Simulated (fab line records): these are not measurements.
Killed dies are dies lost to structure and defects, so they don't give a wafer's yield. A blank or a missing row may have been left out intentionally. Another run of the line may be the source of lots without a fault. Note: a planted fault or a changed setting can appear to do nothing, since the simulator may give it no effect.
Check of tool commonality || flow n5Finfet || 24 wafers sampled across 8 lots

REASON FOR OPENING
At N5_MOL_CONTACT_COAG_THK_MEAS_29 the reading MD_CAP_THK is flagged on 3 of 8 lots. Wafers without a fault read 17.89 nm, standard deviation 0.082.
Rule: a lot is flagged when every wafer of it that has a number lies more than 4 standard deviations from that mean, or none has a number. The other lots count as sound.

{"lot": "L326", "measured": "day 7 11:06", "on": "filmMetro-01", "MD_CAP_THK (nm), wafer by wafer": "19.83 19.90 19.95", "flag": "FLAGGED"}
{"lot": "L327", "measured": "day 7 20:02", "on": "filmMetro-02", "MD_CAP_THK (nm), wafer by wafer": "19.95 19.93 19.89", "flag": "FLAGGED"}
{"lot": "L329", "measured": "day 8 02:59", "on": "filmMetro-02", "MD_CAP_THK (nm), wafer by wafer": "20.08 20.00 19.83", "flag": "FLAGGED"}
{"lot": "L328", "measured": "day 8 07:03", "on": "filmMetro-01", "MD_CAP_THK (nm), wafer by wafer": "17.82 17.92 17.81", "flag": ""}
{"lot": "L336", "measured": "day 10 05:41", "on": "filmMetro-02", "MD_CAP_THK (nm), wafer by wafer": "17.76 17.77 17.84", "flag": ""}
{"lot": "L337", "measured": "day 10 19:54", "on": "filmMetro-01", "MD_CAP_THK (nm), wafer by wafer": "17.88 17.83 17.84", "flag": ""}
{"lot": "L339", "measured": "day 11 02:57", "on": "filmMetro-01", "MD_CAP_THK (nm), wafer by wafer": "17.88 17.94 17.89", "flag": ""}
{"lot": "L338", "measured": "day 11 06:41", "on": "filmMetro-01", "MD_CAP_THK (nm), wafer by wafer": "17.94 17.88 17.83", "flag": ""}
On average the flagged lots' numbers are 19.93 nm, which is +2.04 nm against the usual, or +25 standard deviations.

TOOL THAT RAN EACH LOT
The record holds 4 process steps before the reading, out of a route of 1938 steps. In each cell: the tool, then ch and the chambers that the sampled wafers went through, then the start.
{"lot": "L326", "flag": "FLAGGED", "N5_MOL_CONTACT_COAG_ETCH_106": "rieDiel-06 ch 2,3, day 7 03:14", "N5_MOL_CONTACT_COAG_ETCH_15": "rieDiel-06 ch 2,3, day 7 03:23", "N5_MOL_CONTACT_COAG_ANNEAL_113": "rtpAnneal-01 ch 0, day 7 06:43", "N5_MOL_CONTACT_COAG_CMP_23": "cmp-03 ch 2,3, day 7 08:25"}
{"lot": "L327", "flag": "FLAGGED", "N5_MOL_CONTACT_COAG_ETCH_106": "rieDiel-03 ch 1,2,3, day 7 11:10", "N5_MOL_CONTACT_COAG_ETCH_15": "rieDiel-03 ch 1,2,3, day 7 11:18", "N5_MOL_CONTACT_COAG_ANNEAL_113": "rtpAnneal-02 ch 0, day 7 14:16", "N5_MOL_CONTACT_COAG_CMP_23": "cmp-02 ch 0,2, day 7 17:05"}
{"lot": "L329", "flag": "FLAGGED", "N5_MOL_CONTACT_COAG_ETCH_106": "rieDiel-02 ch 0,3, day 7 20:47", "N5_MOL_CONTACT_COAG_ETCH_15": "rieDiel-02 ch 0,3, day 7 20:56", "N5_MOL_CONTACT_COAG_ANNEAL_113": "rtpAnneal-02 ch 0, day 7 23:26", "N5_MOL_CONTACT_COAG_CMP_23": "cmp-04 ch 0,1,3, day 8 00:23"}
{"lot": "L328", "flag": "", "N5_MOL_CONTACT_COAG_ETCH_106": "rieDiel-02 ch 0,2,3, day 7 17:03", "N5_MOL_CONTACT_COAG_ETCH_15": "rieDiel-02 ch 0,2,3, day 7 17:11", "N5_MOL_CONTACT_COAG_ANNEAL_113": "rtpAnneal-01 ch 0, day 7 19:58", "N5_MOL_CONTACT_COAG_CMP_23": "cmp-03 ch 0,2,3, day 8 04:16"}
{"lot": "L336", "flag": "", "N5_MOL_CONTACT_COAG_ETCH_106": "rieDiel-03 ch 0,3, day 9 20:59", "N5_MOL_CONTACT_COAG_ETCH_15": "rieDiel-03 ch 0,3, day 9 21:07", "N5_MOL_CONTACT_COAG_ANNEAL_113": "rtpAnneal-02 ch 0, day 10 01:01", "N5_MOL_CONTACT_COAG_CMP_23": "cmp-02 ch 0,1, day 10 02:59"}
{"lot": "L337", "flag": "", "N5_MOL_CONTACT_COAG_ETCH_106": "rieDiel-06 ch 0,1,2, day 10 08:23", "N5_MOL_CONTACT_COAG_ETCH_15": "rieDiel-06 ch 0,1,2, day 10 08:31", "N5_MOL_CONTACT_COAG_ANNEAL_113": "rtpAnneal-01 ch 0, day 10 14:09", "N5_MOL_CONTACT_COAG_CMP_23": "cmp-03 ch 0,1,3, day 10 17:16"}
{"lot": "L339", "flag": "", "N5_MOL_CONTACT_COAG_ETCH_106": "rieDiel-02 ch 0,1,2, day 10 17:47", "N5_MOL_CONTACT_COAG_ETCH_15": "rieDiel-02 ch 0,1,2, day 10 17:55", "N5_MOL_CONTACT_COAG_ANNEAL_113": "rtpAnneal-01 ch 0, day 10 21:49", "N5_MOL_CONTACT_COAG_CMP_23": "cmp-03 ch 0,1, day 11 00:16"}
{"lot": "L338", "flag": "", "N5_MOL_CONTACT_COAG_ETCH_106": "rieDiel-03 ch 0,1,3, day 10 21:19", "N5_MOL_CONTACT_COAG_ETCH_15": "rieDiel-03 ch 0,1,3, day 10 21:27", "N5_MOL_CONTACT_COAG_ANNEAL_113": "rtpAnneal-01 ch 0, day 11 00:59", "N5_MOL_CONTACT_COAG_CMP_23": "cmp-02 ch 0,2,3, day 11 04:02"}
What these steps do:
- N5_MOL_CONTACT_COAG_ETCH_106: etches SOC in N2/H2, target depth 80 nm, overetch 16 nm, time 120 s.
- N5_MOL_CONTACT_COAG_ETCH_15: etches SiNx in CH3F/O2, stops on Si:P, target depth 7 nm.
- N5_MOL_CONTACT_COAG_ANNEAL_113: time 300 s.
- N5_MOL_CONTACT_COAG_CMP_23: polishes, stops on SiO2, t overpolish 1.5 s, target thk 0 nm.
- N5_MOL_CONTACT_COAG_THK_MEAS_29

FLAGGED AGAINST TOTAL, ONE TOOL AT A TIME (gauges that did the reading follow at the end)
{"step": "N5_MOL_CONTACT_COAG_ETCH_106", "tool": "rieDiel-02", "lots run": 3, "flagged": 1, "share of the flagged lots": "some", "sound lots run after its first flagged lot": "1 (L339)"}
{"step": "N5_MOL_CONTACT_COAG_ETCH_106", "tool": "rieDiel-03", "lots run": 3, "flagged": 1, "share of the flagged lots": "some", "sound lots run after its first flagged lot": "2 (L336,L338)"}
{"step": "N5_MOL_CONTACT_COAG_ETCH_106", "tool": "rieDiel-06", "lots run": 2, "flagged": 1, "share of the flagged lots": "some", "sound lots run after its first flagged lot": "1 (L337)"}
{"step": "N5_MOL_CONTACT_COAG_ETCH_15", "tool": "rieDiel-02", "lots run": 3, "flagged": 1, "share of the flagged lots": "some", "sound lots run after its first flagged lot": "1 (L339)"}
{"step": "N5_MOL_CONTACT_COAG_ETCH_15", "tool": "rieDiel-03", "lots run": 3, "flagged": 1, "share of the flagged lots": "some", "sound lots run after its first flagged lot": "2 (L336,L338)"}
{"step": "N5_MOL_CONTACT_COAG_ETCH_15", "tool": "rieDiel-06", "lots run": 2, "flagged": 1, "share of the flagged lots": "some", "sound lots run after its first flagged lot": "1 (L337)"}
{"step": "N5_MOL_CONTACT_COAG_ANNEAL_113", "tool": "rtpAnneal-01", "lots run": 5, "flagged": 1, "share of the flagged lots": "some", "sound lots run after its first flagged lot": "4 (L328,L337,L339,L338)"}
{"step": "N5_MOL_CONTACT_COAG_ANNEAL_113", "tool": "rtpAnneal-02", "lots run": 3, "flagged": 2, "share of the flagged lots": "some", "sound lots run after its first flagged lot": "1 (L336)"}
{"step": "N5_MOL_CONTACT_COAG_CMP_23", "tool": "cmp-02", "lots run": 3, "flagged": 1, "share of the flagged lots": "some", "sound lots run after its first flagged lot": "2 (L336,L338)"}
{"step": "N5_MOL_CONTACT_COAG_CMP_23", "tool": "cmp-03", "lots run": 4, "flagged": 1, "share of the flagged lots": "some", "sound lots run after its first flagged lot": "3 (L328,L337,L339)"}
{"step": "N5_MOL_CONTACT_COAG_CMP_23", "tool": "cmp-04", "lots run": 1, "flagged": 1, "share of the flagged lots": "some", "sound lots run after its first flagged lot": 0}
{"step": "N5_MOL_CONTACT_COAG_THK_MEAS_29", "tool": "filmMetro-01", "lots run": 5, "flagged": 1, "share of the flagged lots": "some", "sound lots run after its first flagged lot": "4 (L328,L337,L339,L338)"}
{"step": "N5_MOL_CONTACT_COAG_THK_MEAS_29", "tool": "filmMetro-02", "lots run": 3, "flagged": 2, "share of the flagged lots": "some", "sound lots run after its first flagged lot": "1 (L336)"}

WHAT THE TABLE ALLOWS
No row of the table ran every flagged lot.

WHAT WAS PUT IN BY THE SIMULATOR
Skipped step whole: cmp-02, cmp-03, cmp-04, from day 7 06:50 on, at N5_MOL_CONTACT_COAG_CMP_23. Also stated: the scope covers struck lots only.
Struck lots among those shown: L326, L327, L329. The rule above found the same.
